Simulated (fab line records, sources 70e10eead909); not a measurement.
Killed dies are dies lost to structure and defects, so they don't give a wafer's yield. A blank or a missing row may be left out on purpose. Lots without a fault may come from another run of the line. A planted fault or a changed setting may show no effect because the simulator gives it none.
fab line records | flow nand_harc | part 1 of 2: steps 1 to 4 of 6
record lots=20 wafers=60 last_day=24
route steps=1159 shown A_STAIRCASE@548
lots that met no fault: from a run of the same line without faults
start_h: hours from the record's first day to the start of the lot's first wafer shown | wait_h: hours since the lot's step before | " the same as in the row above | L1.1+2: a row that stands for several wafers | - no value, or no start given | * or withheld: withheld | < > ~ a bound
route shown NAME@n: a module of which the file shows steps, and the number in the route of the first | usual: mean/standard deviation of fault-free wafers | same: alike in all rows | chamber/n: place in a boat | sites: the reading at each site | _std_site: their standard deviation | _edge_site: outer sites' mean less inner sites' | radius_mm: how far each site lies from the wafer's centre | mask NAME#n: copy n | behind: the tool/chamber that last shaped the wafer | hold: why the lot was held/for how many hours/how that ended | device: the transistor (n, p or np) that didn't switch | end of line: the same wafers' tests at the end of the route | a step without rows: its recipe alone | killed: dies lost to structure and defects at the first sort, not the wafer's yield | map: a wafer's dies, x killed, . not, _ none there
set.NAME: the setting as run; set.NAME@STEP: as run at that earlier step | model.NAME: the simulator's own value behind a step, which no gauge read
steps of the route over a sample of lots; a table a step, a row a wafer
services: from which hour (start_h, from the record's first day; less than 0 if before it) a tool's chamber was out of use, for how many hours, and why
## steps
# step NHARC_A_STAIRCASE_TRIM_12
# recipe time_s=211.2 o2_flow_sccm=500 ar_flow_sccm=0 bias_w=0 chemistry=O2
# usual drypump_motor_current_A=5.6/0.41 oes_product_au=1.001/0.0088 rf_vpp_V=58.0/0.94 showerhead_plenum_p_Torr=3.60/0.13 throttle_valve_pct=17.037/0.0081
# columns lot.wafer tool chamber start_h wait_h drypump_motor_current_A oes_product_au rf_hours_counter_h rf_vpp_V showerhead_plenum_p_Torr throttle_valve_pct
L074.3 rie_diel-09 2 232.76 0.1 6.4 0.999 52 59.8 3.65 17.053
L074.4 " 3 " " 5.4 0.989 50 56.4 3.58 17.043
L074.6 " 3 " " 5.4 0.992 - 58.0 3.58 17.034
L075.1 rie_diel-10 1 246.21 0.1 5.4 1.001 24 58.1 3.67 17.036
L075.4 " 2 " " 5.7 1.006 24 57.5 3.32 17.027
L075.6 " 1 " " 5.4 1.007 - 58.5 3.67 17.043
L078.2 rie_diel-07 2 253.77 0.1 5.2 1.007 3 58.2 3.77 17.029
L078.6 " 1 " " 5.7 0.993 - 60.1 3.69 17.026
L078.5 " 2 " " 5.2 0.999 - 57.0 3.77 17.037
L080.2 rie_diel-07 3 273.38 0.1 6.5 0.989 10 58.1 3.65 17.033
L080.3 " 1 " " 5.7 0.989 9 58.5 3.69 17.025
L080.5 " 0 " " 5.5 1.008 - 57.1 3.55 17.023
L081.1 rie_diel-10 1 273.88 0.1 5.4 1.011 34 57.6 3.67 17.015
L081.2 " 2 " " 5.7 1.006 34 59.0 3.31 17.030
L081.5 " 0 " " 5.3 1.018 - 59.1 3.57 17.032
L082.4 rie_diel-10 1 281.55 0.1 5.4 1.002 39 60.0 3.66 17.043
L082.2 " 2 " " 5.7 0.999 38 57.7 3.31 17.049
L082.1 " 3 " " 5.4 1.003 32 58.5 3.59 17.049
L084.4 rie_diel-09 0 288.17 0.1 5.4 1.003 5 59.0 3.81 17.026
L084.3 " 1 " " 5.0 1.005 12 57.5 3.38 17.034
L084.6 " 0 " " 5.4 0.998 - 59.4 3.81 17.022
L087.1 rie_diel-10 2 308.74 0.1 5.7 1.002 47 57.2 3.31 17.045
L087.3 " 3 " " 5.4 1.004 42 58.4 3.59 17.043
L087.5 " 1 " " 5.4 0.996 - 57.6 3.66 17.031
L086.2 rie_diel-09 2 309.04 0.1 6.4 1.011 17 58.7 3.63 17.039
L086.4 " 3 " " 5.4 0.996 16 57.9 3.57 17.033
L086.1 " 0 " " 5.4 1.001 11 57.7 3.80 17.022
L085.1 rie_diel-09 0 333.65 0.1 5.4 0.998 18 57.9 3.80 17.031
L085.2 " 1 " " 5.0 1.000 23 56.7 3.38 17.036
L085.5 " 3 " " 5.3 1.001 - 56.7 3.56 17.040
L088.3 rie_diel-07 1 334.59 0.1 5.7 0.989 29 57.3 3.68 17.047
L088.4 " 3 " " 6.5 1.007 32 58.1 3.64 17.034
L088.6 " 0 " " 5.5 0.995 - 58.1 3.54 17.028
L090.2 rie_diel-09 3 338.29 0.1 5.4 0.984 26 59.9 3.56 17.033
L090.1 " 1 " " 5.0 0.983 24 58.3 3.37 17.036
L090.6 " 3 " " 5.4 0.991 - 58.3 3.56 17.029
L091.3 rie_diel-07 1 338.45 0.1 5.7 1.004 30 58.1 3.68 17.045
L091.2 " 2 " " 5.2 0.988 31 57.2 3.75 17.031
L091.6 " 1 " " 5.6 1.007 - 59.3 3.68 17.027
L089.4 rie_diel-07 2 342.11 0.1 5.2 0.990 33 57.3 3.75 17.036
L089.5 " 2 " " 5.2 0.989 - 57.0 3.75 17.036
L089.6 " 3 " " 6.5 0.993 - 58.4 3.64 17.031
L092.3 rie_diel-10 0 346.11 0.1 5.4 1.012 57 57.7 3.56 17.031
L092.2 " 1 " " 5.4 1.002 57 57.4 3.65 17.048
L092.6 " 0 " " 5.3 1.009 - 59.1 3.55 17.051
L093.2 rie_diel-10 0 346.51 0.2 5.4 1.003 57 57.4 3.56 17.041
L093.5 " 2 " " 5.7 1.000 - 56.2 3.30 17.049
L093.6 " 3 " " 5.4 1.002 - 57.6 3.58 17.045
L094.2 rie_diel-09 0 356.14 2.1 5.4 1.019 27 57.0 3.79 17.031
L094.1 " 2 " " 6.4 0.998 36 59.3 3.62 17.038
L094.4 " 0 " " 5.4 1.010 - 59.2 3.79 17.029
L095.4 rie_diel-10 1 367.67 0.1 5.4 1.001 1 58.7 3.65 17.038
L095.2 " 2 " " 5.7 1.000 2 57.3 3.30 17.032
L095.3 " 3 " " 5.4 1.021 1 58.3 3.58 17.032
L096.3 rie_diel-07 3 370.83 0.1 6.5 1.001 48 58.2 3.63 17.046
L096.4 " 0 " " 5.5 1.005 46 57.5 3.54 17.035
L096.1 " 1 " " 5.7 1.000 45 58.4 3.67 17.026
L097.4 rie_diel-10 3 374.74 0.1 5.4 1.012 4 56.9 3.58 17.057
L097.6 " 0 " " 5.4 1.016 - 57.6 3.55 17.039
L097.5 " 1 " " 5.4 1.001 - 58.2 3.65 17.028
# step NHARC_A_STAIRCASE_TRIM_18
# recipe time_s=211.2 o2_flow_sccm=500 ar_flow_sccm=0 bias_w=0 chemistry=O2
# usual drypump_motor_current_A=5.6/0.42 oes_product_au=1.001/0.009 rf_vpp_V=57.9/0.82 showerhead_plenum_p_Torr=3.59/0.13 throttle_valve_pct=17.036/0.0098
# columns lot.wafer tool chamber start_h wait_h drypump_motor_current_A oes_product_au rf_hours_counter_h rf_vpp_V showerhead_plenum_p_Torr throttle_valve_pct
L074.4 rie_diel-09 2 - - 6.4 1.019 52 57.9 3.65 17.041
L074.3 " 1 " " 5.0 0.996 58 56.6 3.39 17.035
L074.6 " 2 " " 6.4 1.012 - 58.5 3.65 17.017
L075.4 rie_diel-10 2 - - 5.7 0.995 24 57.3 3.32 17.054
L075.1 " 3 " " 5.4 0.998 23 58.7 3.60 17.040
L075.6 " 1 " " 5.4 1.007 - 59.3 3.67 17.030
L078.2 rie_diel-07 1 - - 5.7 0.987 4 57.4 3.69 17.043
L078.5 " 3 " " 6.5 0.998 - 57.4 3.65 17.021
L078.6 " 0 " " 5.6 1.010 - 58.2 3.56 17.024
L080.2 rie_diel-07 2 - - 5.2 0.990 10 58.9 3.77 17.032
L080.3 " 3 " " 6.4 0.994 11 58.2 3.65 17.019
L080.5 " 3 " " 6.5 0.999 - 56.7 3.65 17.046
L081.1 rie_diel-10 2 - - 5.7 1.004 35 58.0 3.31 17.034
L081.2 " 0 " " 5.4 0.998 34 58.5 3.57 17.031
L081.5 " 0 " " 5.4 0.997 - 56.4 3.57 17.029
L082.2 rie_diel-10 1 - - 5.4 1.005 40 57.8 3.66 17.027
L082.4 " 2 " " 5.7 1.010 39 55.9 3.31 17.046
L082.1 " 3 " " 5.4 1.007 33 56.8 3.59 17.037
L084.3 rie_diel-09 1 - - 5.0 0.990 13 58.1 3.38 17.031
L084.4 " 2 " " 6.4 1.005 13 58.1 3.63 17.043
L084.6 " 0 " " 5.4 0.996 - 58.4 3.80 17.041
L087.3 rie_diel-10 2 - - 5.7 0.983 47 57.5 3.31 17.030
L087.1 " 0 " " 5.4 0.995 47 57.7 3.56 17.037
L087.5 " 2 " " 5.7 1.001 - 57.3 3.31 17.037
L086.1 rie_diel-09 0 - - 5.4 0.988 12 58.1 3.80 17.043
L086.4 " 1 " " 5.0 0.994 18 56.7 3.38 17.044
L086.2 " 3 " " 5.4 0.982 18 56.1 3.57 17.027
L085.2 rie_diel-09 3 - - 5.4 0.993 25 57.3 3.56 17.046
L085.1 " 0 " " 5.4 1.004 18 58.0 3.80 17.049
L085.5 " 3 " " 5.4 0.997 - 57.9 3.56 17.030
L088.4 rie_diel-07 0 - - 5.6 1.004 30 58.5 3.54 17.051
L088.3 " 2 " " 5.2 0.983 31 58.5 3.75 17.008
L088.6 " 3 " " 6.5 0.986 - 57.4 3.64 17.030
L090.2 rie_diel-09 0 - - 5.4 1.005 19 57.6 3.80 17.043
L090.1 " 1 " " 5.0 1.000 24 57.8 3.37 17.030
L090.6 " 3 " " 5.4 0.995 - 58.5 3.56 17.033
L091.2 rie_diel-07 3 - - 6.4 0.993 33 58.1 3.64 17.048
L091.3 " 1 " " 5.7 0.994 30 58.1 3.68 17.033
L091.6 " 0 " " 5.5 0.994 - 58.8 3.54 17.033
L089.4 rie_diel-07 0 - - 5.5 1.004 33 58.2 3.54 17.026
L089.6 " 3 " " 6.4 0.989 - 58.6 3.64 17.052
L089.5 " 0 " " 5.5 0.999 - 56.4 3.54 17.028
L092.2 rie_diel-10 3 - - 5.5 0.999 53 57.3 3.58 17.028
L092.3 " 0 " " 5.3 1.008 58 56.9 3.55 17.046
L092.6 " 3 " " 5.4 1.019 - 57.4 3.58 17.036
L093.2 rie_diel-10 0 - - 5.4 1.008 58 57.4 3.55 17.037
L093.5 " 3 " " 5.5 1.010 - 57.4 3.58 17.032
L093.6 " 0 " " 5.4 1.007 - 58.3 3.55 17.049
L094.2 rie_diel-09 2 - - 6.4 0.996 38 58.7 3.62 17.038
L094.1 " 3 " " 5.4 0.999 36 58.0 3.56 17.038
L094.4 " 0 " " 5.4 1.003 - 58.6 3.79 17.040
L095.3 rie_diel-10 2 - - 5.7 1.001 2 55.6 3.30 17.053
L095.4 " 3 " " 5.4 1.010 2 57.5 3.58 17.018
L095.2 " 0 " " 5.4 1.021 1 58.7 3.55 17.043
L096.3 rie_diel-07 0 - - 5.5 1.007 46 58.0 3.54 17.043
L096.4 " 1 " " 5.7 1.003 45 57.1 3.67 17.034
L096.1 " 3 " " 6.5 1.005 48 58.1 3.63 17.055
L097.4 rie_diel-10 0 - - 5.3 1.023 4 59.1 3.55 17.043
L097.6 " 2 " " 5.7 1.005 - 57.6 3.30 17.026
L097.5 " 3 " " 5.4 1.016 - 57.7 3.58 17.038
# step NHARC_A_STAIRCASE_TRIM_187
# recipe time_s=211.2 o2_flow_sccm=500 ar_flow_sccm=0 bias_w=0 chemistry=O2
# usual drypump_motor_current_A=5.6/0.4 oes_product_au=1.000/0.0087 rf_vpp_V=57.7/0.92 showerhead_plenum_p_Torr=3.58/0.14 throttle_valve_pct=17.038/0.0093
# columns lot.wafer tool chamber start_h wait_h drypump_motor_current_A oes_product_au rf_hours_counter_h rf_vpp_V showerhead_plenum_p_Torr throttle_valve_pct
L074.4 rie_diel-09 2 238.34 0.1 6.4 1.015 55 57.7 3.64 17.040
L074.3 " 0 " " 5.4 0.992 57 55.9 3.28 17.027
L074.6 " 1 " " 5.0 0.980 - 58.2 3.39 17.056
L075.1 rie_diel-10 1 250.01 0.1 5.4 1.010 25 57.4 3.67 17.040
L075.4 " 2 " " 5.7 1.004 25 57.0 3.32 17.039
L075.6 " 2 " " 5.7 1.009 - 56.0 3.32 17.027
L078.2 rie_diel-10 3 257.66 0.1 5.4 1.006 27 58.0 3.59 17.025
L078.6 " 3 " " 5.4 1.006 - 57.0 3.59 17.029
L078.5 " 0 " " 5.4 0.996 - 58.4 3.57 17.054
L081.1 rie_diel-10 3 282.01 0.3 5.5 0.995 32 57.3 3.59 17.045
L081.2 " 0 " " 5.3 0.994 38 57.3 3.57 17.042
L081.5 " 3 " " 5.5 1.000 - 58.0 3.59 17.031
L080.2 rie_diel-10 3 282.50 0.2 5.4 1.006 33 57.2 3.59 17.028
L080.3 " 0 " " 5.3 1.000 38 55.8 3.57 17.041
L080.5 " 2 " " 5.7 1.002 - 57.6 3.31 17.031
L082.2 rie_diel-09 2 286.07 0.1 6.4 1.015 11 56.9 3.63 17.037
L082.4 " 0 " " 5.4 1.005 5 59.0 3.81 17.031
L082.1 " 1 " " 5.0 1.000 11 56.8 3.38 17.051
L084.3 rie_diel-09 3 292.62 0.5 5.4 0.997 14 57.3 3.57 17.041
L084.4 " 0 " " 5.4 0.996 8 59.9 3.80 17.037
L084.6 " 3 " " 5.4 0.999 - 58.8 3.57 17.037
L087.3 rie_diel-09 1 313.82 0.1 5.0 0.995 18 56.9 3.38 17.042
L087.1 " 2 " " 6.4 0.996 20 57.9 3.63 17.058
L087.5 " 2 " " 6.4 1.014 - 57.0 3.63 17.033
L086.2 rie_diel-07 1 314.80 0.1 5.6 0.995 25 57.6 3.68 17.034
L086.1 " 2 " " 5.2 0.987 26 59.2 3.76 17.035
L086.4 " 3 " " 6.4 0.995 27 57.8 3.64 17.059
L085.1 rie_diel-07 1 337.33 0.1 5.7 1.001 30 56.8 3.68 17.040
L085.2 " 2 " " 5.2 0.983 31 57.0 3.75 17.059
L085.5 " 0 " " 5.6 1.005 - 58.2 3.54 17.036
L088.3 rie_diel-09 3 339.23 0.1 5.4 0.991 27 59.1 3.56 17.045
L088.4 " 2 " " 6.4 1.004 27 58.6 3.63 17.040
L088.6 " 0 " " 5.4 1.009 - 57.2 3.80 17.031
L090.1 rie_diel-10 1 341.83 0.1 5.4 1.001 55 59.4 3.66 17.036
L090.2 " 0 " " 5.3 1.014 55 56.9 3.56 17.035
L090.6 " 2 " " 5.7 0.998 - 56.3 3.30 17.032
L091.3 rie_diel-09 1 342.12 0.1 5.0 0.995 26 55.7 3.37 17.028
L091.2 " 2 " " 6.4 0.997 28 57.8 3.62 17.041
L091.6 " 1 " " 5.0 0.984 - 58.1 3.37 17.045
L089.4 rie_diel-10 2 346.22 0.2 5.7 1.003 57 56.7 3.30 17.036
L089.5 " 3 " " 5.4 1.003 - 58.6 3.58 17.037
L089.6 " 0 " " 5.4 0.999 - 56.4 3.56 17.036
L092.2 rie_diel-07 3 350.24 0.1 6.5 0.999 37 58.7 3.64 17.042
L092.3 " 0 " " 5.5 0.996 36 57.1 3.54 17.040
L092.6 " 2 " " 5.2 0.979 - 57.7 3.75 17.052
L093.2 rie_diel-07 0 350.85 0.1 5.5 1.000 36 56.5 3.54 17.044
L093.6 " 1 " " 5.7 1.002 - 58.6 3.67 17.035
L093.5 " 2 " " 5.2 0.988 - 58.3 3.75 17.037
L094.2 rie_diel-07 1 362.44 0.1 5.7 0.998 42 58.5 3.67 17.042
L094.4 " 2 " " 5.2 0.989 44 58.3 3.75 17.051
L094.1 " 3 " " 6.4 0.976 45 57.3 3.63 17.025
L095.2 rie_diel-10 0 372.37 0.1 5.4 1.023 3 58.3 3.55 17.040
L095.4 " 2 " " 5.7 1.008 4 58.5 3.30 17.030
L095.3 " 3 " " 5.5 1.011 3 57.9 3.58 17.053
L096.3 rie_diel-07 1 374.70 0.1 5.7 1.008 46 58.5 3.67 17.035
L096.4 " 3 " " 6.5 1.000 49 57.2 3.63 17.022
L096.1 " 0 " " 5.5 0.993 47 58.3 3.53 17.035
L097.4 rie_diel-10 2 378.74 0.1 5.8 0.998 7 56.4 3.30 17.028
L097.5 " 1 " " 5.4 1.001 - 57.8 3.65 17.039
L097.6 " 2 " " 5.7 1.005 - 57.7 3.30 17.028
# step NHARC_A_STAIRCASE_TRIM_191
# recipe time_s=211.2 o2_flow_sccm=500 ar_flow_sccm=0 bias_w=0 chemistry=O2
# usual drypump_motor_current_A=5.6/0.41 oes_product_au=1.001/0.0093 rf_vpp_V=57.8/0.85 showerhead_plenum_p_Torr=3.58/0.13 throttle_valve_pct=17.037/0.0087
# columns lot.wafer tool chamber start_h wait_h drypump_motor_current_A oes_product_au rf_hours_counter_h rf_vpp_V showerhead_plenum_p_Torr throttle_valve_pct
L074.3 rie_diel-09 2 - - 6.4 1.007 56 58.4 3.64 17.049
L074.4 " 3 " " 5.4 0.981 53 57.6 3.58 17.043
L074.6 " 2 " " 6.4 1.008 - 57.0 3.64 17.041
L075.1 rie_diel-10 2 - - 5.7 1.004 25 58.6 3.32 17.057
L075.4 " 3 " " 5.4 1.005 24 57.7 3.60 17.038
L075.6 " 1 " " 5.3 0.994 - 58.4 3.67 17.031
L078.2 rie_diel-10 1 - - 5.3 1.002 29 59.1 3.67 17.036
L078.6 " 2 " " 5.7 1.014 - 57.5 3.32 17.038
L078.5 " 3 " " 5.4 1.002 - 57.7 3.59 17.048
L081.1 rie_diel-10 3 - - 5.4 1.007 33 58.4 3.59 17.040
L081.2 " 0 " " 5.4 1.007 39 56.7 3.57 17.049
L081.5 " 2 " " 5.7 1.000 - 56.7 3.31 17.027
L080.3 rie_diel-10 0 - - 5.3 1.012 39 57.1 3.57 17.040
L080.2 " 1 " " 5.4 1.001 40 57.5 3.66 17.045
L080.5 " 0 " " 5.4 1.007 - 57.7 3.57 17.047
L082.1 rie_diel-09 2 - - 6.4 1.008 12 59.1 3.64 17.046
L082.4 " 3 " " 5.4 1.011 10 57.5 3.57 17.047
L082.2 " 0 " " 5.4 1.005 5 59.5 3.81 17.023
L084.3 rie_diel-09 0 - - 5.4 1.004 8 58.2 3.80 17.039
L084.4 " 1 " " 5.0 0.993 14 57.4 3.38 17.040
L084.6 " 3 " " 5.4 0.989 - 58.3 3.57 17.035
L087.3 rie_diel-09 1 - - 5.0 0.996 19 57.1 3.38 17.031
L087.1 " 3 " " 5.4 0.987 19 58.7 3.57 17.046
L087.5 " 0 " " 5.4 0.996 - 57.4 3.80 17.041
L086.4 rie_diel-07 3 - - 6.5 0.984 27 57.5 3.64 17.046
L086.2 " 1 " " 5.7 0.998 25 58.8 3.68 17.038
L086.1 " 2 " " 5.2 0.980 27 58.2 3.76 17.037
L085.2 rie_diel-07 1 - - 5.7 0.990 30 57.6 3.68 17.038
L085.1 " 2 " " 5.2 0.994 31 56.4 3.75 17.035
L085.5 " 0 " " 5.5 0.992 - 58.8 3.54 17.029
L088.3 rie_diel-09 3 - - 5.4 0.992 27 58.1 3.56 17.045
L088.4 " 1 " " 5.0 1.000 25 57.0 3.37 17.040
L088.6 " 3 " " 5.4 0.998 - 57.8 3.56 17.029
L090.2 rie_diel-10 0 - - 5.4 1.011 55 58.5 3.56 17.044
L090.1 " 2 " " 5.7 1.000 55 59.4 3.30 17.039
L090.6 " 1 " " 5.4 1.007 - 57.4 3.66 17.044
L091.2 rie_diel-09 1 - - 5.0 1.005 26 58.0 3.37 17.031
L091.3 " 2 " " 6.4 0.997 29 58.5 3.62 17.042
L091.6 " 2 " " 6.4 0.996 - 58.4 3.62 17.034
L089.4 rie_diel-10 2 - - 5.7 0.997 57 56.4 3.30 17.035
L089.6 " 1 " " 5.4 1.005 - 57.9 3.65 17.034
L089.5 " 2 " " 5.7 0.998 - 57.6 3.30 17.048
L092.3 rie_diel-07 2 - - 5.2 0.977 36 57.7 3.75 17.049
L092.2 " 3 " " 6.4 1.010 37 58.1 3.64 17.023
L092.6 " 0 " " 5.5 1.008 - 57.5 3.54 17.036
L093.2 rie_diel-07 1 - - 5.7 0.999 35 57.9 3.67 17.036
L093.6 " 3 " " 6.4 0.997 - 56.8 3.64 17.021
L093.5 " 0 " " 5.5 1.005 - 57.5 3.54 17.038
L094.2 rie_diel-07 3 - - 6.5 1.002 45 57.5 3.63 17.051
L094.1 " 0 " " 5.5 1.014 43 57.1 3.54 17.026
L094.4 " 1 " " 5.7 1.005 42 58.1 3.67 17.047
L095.3 rie_diel-10 1 - - 5.4 1.008 4 56.4 3.65 17.016
L095.2 " 2 " " 5.8 1.010 4 55.6 3.30 17.033
L095.4 " 3 " " 5.4 1.017 4 58.4 3.58 17.034
L096.4 rie_diel-07 0 - - 5.5 1.006 48 58.8 3.53 17.029
L096.3 " 1 " " 5.7 0.992 48 57.5 3.66 17.036
L096.1 " 2 " " 5.2 0.983 51 58.2 3.74 17.047
L097.4 rie_diel-10 1 - - 5.4 1.011 6 59.6 3.65 17.028
L097.6 " 2 " " 5.7 0.989 - 57.8 3.30 17.026
L097.5 " 3 " " 5.5 0.995 - 57.4 3.57 17.034
